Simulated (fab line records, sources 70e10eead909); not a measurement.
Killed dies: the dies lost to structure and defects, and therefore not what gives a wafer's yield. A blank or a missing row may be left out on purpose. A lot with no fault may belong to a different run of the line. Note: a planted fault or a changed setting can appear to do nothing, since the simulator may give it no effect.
Matching of chambers	flow nandHarc	rieDiel-09 running NHARC_A_STAIRCASE_ETCH_444: 4 sister chambers
The step etches the open film in C4F8/O2, target depth 20400 nm, time 6800 s. 14 wafers are shown with their chamber, then 7 later ones without.

== WAFERS, EACH WITH ITS CHAMBER ==
wafer	chamber	rfVppV (V)	oesProductAu (a.u.)
L078.4	2	809	0.944
L078.5	3	815	0.938
L078.6	0	810	0.916
L079.1	3	812	0.926
L079.3	1	810	0.916
L079.5	1	810	0.914
L081.2	2	808	0.968
L081.3	1	811	0.977
L081.5	0	809	0.995
L085.2	1	809	0.991
L085.3	3	815	0.964
L085.5	0	809	0.994
L087.1	2	808	0.965
L087.2	1	809	0.950

SIGNATURES (means of the wafers above)
reading	chamber 0	chamber 1	chamber 2	chamber 3	scatter within a chamber
rfVppV	809.33	809.80	808.33	814.00	1.01
oesProductAu	0.96833	0.94960	0.95900	0.94267	0.0317
Rule: a wafer lies at a distance from a chamber equal to the root of the sum of squares, over the readings, of (its reading less the chamber's mean, divided by the reading's scatter). The wafer belongs to the nearest chamber; if the next one is less than 2 further off, it can't be placed. The scatter is the square root of a quotient: the sum, over the shown wafers, of each reading's squared deviation from its chamber's mean, divided by wafers minus chambers.

== WAFERS WITH NO CHAMBER GIVEN ==
wafer	rfVppV (V)	oesProductAu (a.u.)
L087.3	809	0.964
L091.1	809	0.924
L091.3	808	0.933
L091.5	809	0.903
L093.1	807	0.934
L093.3	813	0.927
L093.4	809	0.926

== THE CHAMBER EACH PASSED THROUGH ==
wafer	from the rows above	in truth
L087.3	can't be placed: 0 or 2 or 1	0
L091.1	can't be placed: 1 or 2 or 0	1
L091.3	can't be placed: 2 or 0 or 1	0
L091.5	can't be placed: 1 or 2 or 0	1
L093.1	can't be placed: 2 or 0 or 1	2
L093.3	3	3
L093.4	can't be placed: 1 or 2 or 0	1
Placed correctly: 1 of 7. Not placeable from these rows: 6 (in 6, the candidates include the true chamber). Number placed wrongly: 0.
